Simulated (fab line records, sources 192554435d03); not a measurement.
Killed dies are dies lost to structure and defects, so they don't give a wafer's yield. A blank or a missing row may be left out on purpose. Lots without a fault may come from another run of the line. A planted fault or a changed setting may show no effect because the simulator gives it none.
fab line records | flow n5_finfet
record lots=4 wafers=12 last_day=19
route steps=1938 shown BEOL_M15@1814 PASS1_DEP@1831 MIM_BOT@1832 MIM_TOP@1834 MIM_TOP_LITHO@1839 MIM_TOP_ETCH@1851 MIM_BOT_LITHO@1854 PASSIVATION@1936
lots that met no fault: from a run of the same line without faults
start_h: hours from the record's first day to the start of the lot's first wafer shown | wait_h: hours since the lot's step before | " the same as in the row above | L1.1+2: a row that stands for several wafers | - no value, or no start given | * or withheld: withheld | < > ~ a bound
route shown NAME@n: a module of which the file shows steps, and the number in the route of the first | usual: mean/standard deviation of fault-free wafers | same: alike in all rows | chamber/n: place in a boat | sites: the reading at each site | _std_site: their standard deviation | _edge_site: outer sites' mean less inner sites' | radius_mm: how far each site lies from the wafer's centre | mask NAME#n: copy n | behind: the tool/chamber that last shaped the wafer | hold: why the lot was held/for how many hours/how that ended | device: the transistor (n, p or np) that didn't switch | end of line: the same wafers' tests at the end of the route | a step without rows: its recipe alone | killed: dies lost to structure and defects at the first sort, not the wafer's yield | map: a wafer's dies, x killed, . not, _ none there
set.NAME: the setting as run; set.NAME@STEP: as run at that earlier step | model.NAME: the simulator's own value behind a step, which no gauge read
lots at some steps of the route; a table a step, a row a wafer
services: from which hour (start_h, from the record's first day; less than 0 if before it) a tool's chamber was out of use, for how many hours, and why
## steps
# step N5_BEOL_M15_ETCH_38
# recipe chemistry=CF4/N2 target=SiCN target_depth_a=1064 taper_deg=2 time_s=120.5 ion_energy_ev=150 mask_material=SiO2 pressure_mtorr=40 source_w=430 bias_w=70 Ar_flow_sccm=100 cf4_flow_sccm=60 n2_flow_sccm=60
# step N5_BEOL_M15_PRECLEAN_39
# recipe chemistry=residue_remover time_s=60 temp_c=40
# step N5_BEOL_M15_SRD_40
# recipe time_s=30 temp_c=23 rinse_liquid=diw dry=n2_spin spin_rpm=1500 dry_time_s=30
# step N5_BEOL_M15_DEGAS_41
# recipe ambient=vacuum temp_c=300 time_s=60
# step N5_BEOL_M15_PRE_CLEAN_42
# recipe gas=H2/He time_s=30 temp_c=300
# step N5_BEOL_M15_SPUTTER_43
# recipe material=TaN target_thk_a=150 temp_c=50 bias_v=168.6 power_w=15000 chamber_pressure_pa=0.12 time_s=24.19
# step N5_BEOL_M15_SPUTTER_44
# recipe material=Ta target_thk_a=150 temp_c=50 bias_v=80 power_w=15000 chamber_pressure_pa=0.07 time_s=24.19
# step N5_BEOL_M15_SPUTTER_45
# recipe material=Cu target_thk_a=1000 temp_c=-20 bias_v=60 power_w=26000 chamber_pressure_pa=0.13 time_s=16.67
# step N5_BEOL_M15_ECD_47
# recipe material=Cu target_thk_a=18600
# step N5_BEOL_M15_ANNEAL_48
# recipe temp_c=225 time_s=90 ambient=N2
# step N5_BEOL_M15_CMP_49
# recipe stop_on=SiO2 t_overpolish_s=4.9 down_force_psi=2 platen_rpm=80 clearing_platen_down_force_psi=2 clearing_platen_rpm=80 post_cmp_clean=cu_alkaline target_thk_nm=850 clearing_platen_pad_velocity_m_s=1.5917 pad_velocity_m_s=1.5917
# step N5_BEOL_M15_PRE_CLEAN_52
# recipe gas=NH3 time_s=15 temp_c=withheld rf_power_w=300
# columns lot.wafer tool chamber start_h wait_h
L839.1+2+5 pecvd-01 0,2,0 329.70 0.0
L850.3+4+5 pecvd-01 2,0,1 409.21 0.0
L852.2+4+5 pecvd-01 0,1,2 413.48 0.0
L856.3+5+6 pecvd-03 0,0,2 445.78 0.0
# step N5_BEOL_M15_DEP_53
# recipe material=SiCN target_thk_a=500 temp_c=withheld precursor=3MS/NH3 pressure_torr=3 rf_w=675 time_s=17.8
# step N5_BEOL_M15_INSPECT_55
# recipe inspect_instrument=darkfield mode=post_dep
# usual raw_defect_count=72/25
# columns lot.wafer tool chamber start_h wait_h raw_defect_count
L839.1 defect_inspect-02 - 329.82 0.0 94
L839.2 " - " " 71
L839.5 " - " " 50
L850.3 defect_inspect-02 - 409.33 0.0 418
L850.4 " - " " 409
L850.5 " - " " 384
L852.2 defect_inspect-01 - 413.60 0.0 341
L852.4 " - " " 389
L852.5 " - " " 388
L856.3 defect_inspect-02 - 445.90 0.0 72
L856.5 " - " " 79
L856.6 " - " " 85
# step N5_PASSIVATION_PECVD_00
# recipe material=SiO2 target_thk_a=2000 temp_c=400 precursor=SiH4/N2O pressure_torr=2.7 rf_w=608 time_s=11.2
# step N5_MIM_BOT_DEGAS_01
# recipe ambient=vacuum temp_c=300 time_s=60
# step N5_MIM_BOT_SPUTTER_00
# recipe material=TiN target_thk_a=350 temp_c=200 power_w=3000 chamber_pressure_pa=0.49996 gas=Ar reactive_partial_pa=0.37997 time_s=89.7
# step N5_MIM_TOP_ALD_00
# recipe material=Al2O3 target_thk_a=* temp_c=withheld ald_precursor_family=TMA ald_co_reactant=O3 pulse_time_s=withheld purge_time_s=3 co_reactant_purge_time_s=withheld co_reactant_pulse_time_s=3 ald_cycles=withheld
# step N5_MIM_TOP_ALD_01
# recipe material=HfO2 target_thk_a=56 temp_c=withheld ald_precursor_family=Hf-amide ald_co_reactant=O3 pulse_time_s=1 purge_time_s=3 co_reactant_purge_time_s=2 co_reactant_pulse_time_s=3 ald_cycles=62
# step N5_MIM_TOP_ALD_02
# recipe material=Al2O3 target_thk_a=* temp_c=withheld ald_precursor_family=TMA ald_co_reactant=O3 pulse_time_s=withheld purge_time_s=3 co_reactant_purge_time_s=withheld co_reactant_pulse_time_s=3 ald_cycles=withheld
# step N5_MIM_TOP_DEGAS_04
# recipe ambient=vacuum temp_c=300 time_s=60
# step N5_MIM_TOP_SPUTTER_03
# recipe material=TiN target_thk_a=350 temp_c=200 power_w=3000 chamber_pressure_pa=0.49996 gas=Ar reactive_partial_pa=0.37997 time_s=89.7
# step N5_MIM_TOP_LITHO_HMDS_01
# recipe time_s=60 temp_c=120
# step N5_MIM_TOP_LITHO_COAT_02
# recipe spin_rpm=* resist_thk_nm=*
# step N5_MIM_TOP_LITHO_EBR_04
# recipe solvent=PGMEA ebr_width_mm=1.5
# step N5_MIM_TOP_LITHO_SOFTBAKE_03
# recipe temp_c=100 time_s=90
# step N5_MIM_TOP_LITHO_EXPOSE_05
# recipe mask_id=MIM_TOP na=0.55 source_shape=conventional sigma_outer=0.8 polarization=unpolarized target_cd_nm=2000 dose_mj=20.5
# step N5_MIM_TOP_LITHO_PEB_06
# recipe peb_temp_c=withheld peb_time_s=*
# step N5_MIM_TOP_LITHO_DEVELOP_07
# recipe develop_time_s=60 rinse_liquid=diw dry=air_spin dev_temp_c=21
# step N5_MIM_TOP_LITHO_HARDBAKE_09
# recipe temp_c=130 time_s=120
# step N5_MIM_TOP_LITHO_INSPECT_12
# recipe mode=adi inspect_instrument=macro
# usual raw_defect_count=2.1/1.2
# columns lot.wafer tool chamber start_h wait_h raw_defect_count
L839.1 defect_inspect-01 - 334.46 0.0 2
L839.2 " - " " 3
L839.5 " - " " 3
L850.3 defect_inspect-02 - 412.60 0.0 >300
L850.4 " - " " >300
L850.5 " - " " 292
L852.2 defect_inspect-02 - 416.69 0.0 >300
L852.4 " - " " 285
L852.5 " - " " 292
L856.3 defect_inspect-02 - 450.87 0.0 1
L856.5 " - " " 2
L856.6 " - " " 3
# step N5_MIM_TOP_LITHO_DESCUM_10
# recipe chemistry=O2 time_s=7.9 source_power_w=50 bias_power_w=20 pressure_mtorr=20 rf_frequency_hz=2.712e+07 temp_c=40 o2_flow_sccm=225
# step N5_MIM_TOP_ETCH_ETCH_00
# recipe chemistry=Cl2/BCl3 target=TiN target_depth_a=385 ion_energy_ev=150 pressure_mtorr=10 icp_w=1000 bias_w=126 Cl2_flow_sccm=53.25 bcl3_flow_sccm=21.75 Ar_flow_sccm=25
# step N5_MIM_TOP_ETCH_STRIP_01
# recipe chemistry=O2 power_w=600 temp_c=60 pressure_mtorr=30 rf_frequency_hz=6e+07 bias_power_w=0 overash_fraction=0.5 o2_flow_sccm=225
# step N5_MIM_TOP_ETCH_PECVD_03
# recipe material=SiNx target_thk_a=200 temp_c=400 precursor=SiH4/NH3/N2 pressure_torr=1.5 rf_w=300 time_s=17.6
# step N5_MIM_BOT_LITHO_HMDS_01
# recipe time_s=60 temp_c=120
# step N5_MIM_BOT_LITHO_COAT_02
# recipe spin_rpm=* resist_thk_nm=*
# step N5_MIM_BOT_LITHO_INSPECT_12
# recipe mode=adi inspect_instrument=macro
# usual raw_defect_count=2.0/1.5
# columns lot.wafer tool chamber start_h wait_h raw_defect_count
L839.1 defect_inspect-02 - 335.23 0.0 2
L839.2 " - " " 1
L839.5 " - " " 2
L850.3 defect_inspect-01 - 414.11 0.0 >300
L850.4 " - " " 298
L850.5 " - " " 299
L852.2 defect_inspect-01 - 417.60 0.0 >300
L852.4 " - " " 294
L852.5 " - " " 291
L856.3 defect_inspect-01 - 451.92 0.0 2
L856.5 " - " " 3
L856.6 " - " " 1
# step N5_PASSIVATION_PROBE_49
# usual defect_limited_yield=91.4/1.2 killed_at_M0_to_M3=35/11 killed_at_M4_up=14/6 killed_at_contacts=12/6.7 killed_at_front_end=37/9.7 killed_at_other=3.5/2.5 killed_dies=102/15 killed_open=67/12 killed_short=33/7.3 sort_bin_5_function=5.1/0.81 sort_bin_6_memory=3.2/0.65 sort_n_pass=1078/15 sort_yield_pct=91.4/1.2
# same gross_dies=1180 killed_at_back_side=0 sort_bin_4_leakage[%]=0 sort_bin_8_speed[%]=0
# columns lot.wafer tool chamber start_h wait_h defect_limited_yield[%] killed_at_M0_to_M3 killed_at_M4_up killed_at_contacts killed_at_front_end killed_at_other killed_dies killed_open killed_short sort_bin_5_function[%] sort_bin_6_memory[%] sort_n_pass sort_yield_pct[%]
L850.3 prober-01 - 422.11 0.1 85.3 38 88 9 34 4 173 60 36 9.3 4.0 1007 85.3
L850.4 prober-01 - 422.16 0.2 82.9 29 122 14 36 1 202 74 26 11.5 3.9 978 82.9
L850.5 prober-01 - 422.21 0.2 82.4 50 93 15 48 2 208 67 53 11.7 4.2 972 82.4
L852.2 prober-02 - 425.81 0.1 84.8 30 109 17 21 2 179 53 27 10.9 3.1 1001 84.8
L852.4 prober-02 - 425.91 0.2 84.1 26 103 25 30 4 188 65 35 9.8 4.4 992 84.1
L852.5 prober-02 - 425.96 0.2 87.6 33 79 7 21 6 146 53 22 8.1 3.0 1034 87.6
L856.3 prober-01 - 463.68 0.1 91.4 42 14 14 26 5 101 66 34 5.3 3.2 1079 91.4
L856.5 prober-01 - 463.78 0.2 91.3 38 14 13 35 3 103 61 40 5.3 2.8 1077 91.3
L856.6 prober-01 - 463.83 0.3 91.9 36 18 7 31 3 95 68 27 5.0 3.0 1085 91.9
# killed by level:class
L850.3 BEOL_M15:unspecified=73 BEOL_M0_SAQP:geometric_particle:short=14 BEOL_M0_SAQP:geometric_particle:open=12 STI_FIN_REVEAL:geometric_particle:open=11 FIN_SAQP:geometric_particle:short=6 MOL_CONTACT_COAG:geometric_particle:open=6 BEOL_M1:geometric_particle:open=5 BEOL_M5:geometric_particle:open=5
L850.4 BEOL_M15:unspecified=99 STI_FIN_REVEAL:geometric_particle:open=14 MOL_CONTACT_COAG:geometric_particle:open=11 BEOL_M2:geometric_particle:open=7 BEOL_M5:geometric_particle:open=7 FIN_SAQP:geometric_particle:open=6 BEOL_M1:geometric_particle:open=6 BEOL_M4:geometric_particle:open=6
L850.5 BEOL_M15:unspecified=87 BEOL_M0_SAQP:geometric_particle:short=13 BEOL_M1:geometric_particle:open=13 FIN_SAQP:geometric_particle:open=9 MOL_CONTACT_COAG:geometric_particle:open=9 STARTING-WAFER:geometric_particle:open=8 FIN_SAQP:geometric_particle:short=7 GATE_CUT:geometric_particle:short=7
L852.2 BEOL_M15:unspecified=97 MOL_CONTACT_COAG:geometric_particle:open=13 BEOL_M2:geometric_particle:open=7 BEOL_M0_SAQP:geometric_particle:open=5 FIN_SAQP:geometric_particle:short=4 MOL_CONTACT_COAG:geometric_particle:short=4 BEOL_M0_SAQP:geometric_particle:short=4 BEOL_M1:geometric_particle:open=4
L852.4 BEOL_M15:unspecified=88 MOL_CONTACT_COAG:geometric_particle:open=20 BEOL_M0_SAQP:geometric_particle:short=13 BEOL_M4:geometric_particle:open=9 FIN_SAQP:geometric_particle:open=7 FIN_SAQP:geometric_particle:short=7 BEOL_M0_SAQP:geometric_particle:open=7 DUMMY_GATE:geometric_particle:open=6
L852.5 BEOL_M15:unspecified=70 BEOL_M3:geometric_particle:open=8 MOL_CONTACT_COAG:geometric_particle:open=6 BEOL_M2:geometric_particle:open=6 BEOL_M0_SAQP:geometric_particle:open=5 BEOL_M4:geometric_particle:open=4 FIN_SAQP:geometric_particle:open=3 GATE_CUT:geometric_particle:open=3
L856.3 MOL_CONTACT_COAG:geometric_particle:open=10 BEOL_M2:geometric_particle:open=9 BEOL_M0_SAQP:geometric_particle:open=8 BEOL_M0_SAQP:geometric_particle:short=8 STI_FIN_REVEAL:geometric_particle:open=6 BEOL_M3:geometric_particle:open=6 BEOL_M8:geometric_particle:open=5 BEOL_M1:geometric_particle:open=5
L856.5 FIN_SAQP:geometric_particle:short=12 BEOL_M0_SAQP:geometric_particle:short=11 MOL_CONTACT_COAG:geometric_particle:open=10 FIN_SAQP:geometric_particle:open=8 BEOL_M0_SAQP:geometric_particle:open=7 BEOL_M2:geometric_particle:open=5 STI_FIN_REVEAL:geometric_particle:open=4 BEOL_M0:geometric_particle:open=4
L856.6 BEOL_M4:geometric_particle:open=14 BEOL_M3:geometric_particle:open=8 FIN_SAQP:geometric_particle:open=7 FIN_SAQP:geometric_particle:short=7 BEOL_M2:geometric_particle:open=7 MOL_CONTACT_COAG:geometric_particle:open=5 BEOL_M0_SAQP:geometric_particle:short=5 BEOL_M1:geometric_particle:open=5
# map L850.5 (x killed, . not)
_________________....x.x...x.________________
______________.................._____________
___________...x..................x.__________
__________............x............._________
________x...........xx................_______
_______..........x..x.......x......x.x.______
______...x..............xx.......x......_____
_____....x.......x....x..............x...____
____...x.......x....................x..x..___
___...x..........x..........x.x...xx.......__
___..x........xxx.................x........__
__.......x........x...................x....._
__....x...x....x.....................x......_
_..........x..x..............................
_...x....x.....x............x................
_.....x...x............................x..x..
_..............x....xx.x.........x......x.x..
_..xx.....x.........x.....................x..
_...x............x.........x.................
_.......xx.........x....x........x.....x.....
_...x.x...xx....x.....x.........x....x.......
__....xxxxxxxx.x.......x..xx.............x.._
__....x.xxxxxx......x.....x.......xx...x...._
___x.xxxxxxxxxxxx.................x......x.__
___xxxxxxxxxxxxxxx.x.............xx........__
____xxxxxxxxxxxx...........x..x...x......x___
_____.xxxxxxxxx.xx....x..xx........x.x...____
______xxxxxxxxx........x................_____
_______.xxxxxx........xx...........x..x______
________xxxxx.......x.x..............x_______
__________..x..x...........x........_________
___________x.......................__________
______________...x.............._____________
_________________.x.x........________________
# map L852.4 (x killed, . not)
_________________..x.x.......________________
______________.x................_____________
___________x......x................__________
__________.......................x.._________
________...x....................x....._______
_______..........x.....x..........x....______
______.......x.x.x.....x....x.......x..._____
_____........x...x.......................____
____........x.x.x..........x..............___
___.........x............x.......x.........__
___..........x................x.xx.........__
__..x.................x...x.x..............._
__.........................................._
_x..x.......xx.................x.............
_x..x.x...x.......x.........x................
_.....xxx.................................x..
_......................x..xx.....xx.......x.x
_............................................
_...x.....x.....x...................x........
_......xx.x................x.x.......x.......
_......xxx..xxxxx.xx...............x.........
__.x.xxx.x.x.x........x......x.......x......_
__..x.xxxxxxxxx............................._
___.xxxxxxxxxxx..x.....x........x.....x....__
___x.xxxxxxxxxxx..........x.....x........x.__
____xxxxxxxxxx...x.....x.x................___
_____xxxxxxxxxx..x......................x____
______xxxxxxx.x...............x..xxx...._____
_______xxxxxxxx........x...............______
________xxxxxx......x.....x.x........._______
__________..............xx.........._________
___________.............x..........__________
______________.x.......x.....x.._____________
_________________............________________
## services
# columns tool chamber start_h hours kind
pecvd-03 1 378.82 2.1 scheduled_down
pecvd-01 1 398.76 2.1 scheduled_down
## key
first_sign step=N5_BEOL_M15_INSPECT_55 reading=raw_defect_count direction=up sigmas=13 usual=72 struck=388
effect step=N5_MIM_TOP_LITHO_INSPECT_12 reading=raw_defect_count direction=up sigmas=99+ usual=2.1 struck=>294.8
effect step=N5_MIM_BOT_LITHO_INSPECT_12 reading=raw_defect_count direction=up sigmas=99+ usual=2.0 struck=>297
effect step=N5_PASSIVATION_PROBE_49 reading=killed_at_M4_up direction=up sigmas=14 usual=14 struck=99
more_kills_born_at N5_BEOL_M15_PRE_CLEAN_52@pecvd-01=514
met_at N5_BEOL_M15_PRE_CLEAN_52
struck_wafers L850.3,L850.4,L850.5,L852.2,L852.4,L852.5
onset_between 329.70 409.21
fault kind=chamber_particle_source tool=pecvd-01 chamber=- onset_h=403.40 steps=N5_BEOL_M15_PRE_CLEAN_52 rate_per_visit_cm2=0.44623 end_h=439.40
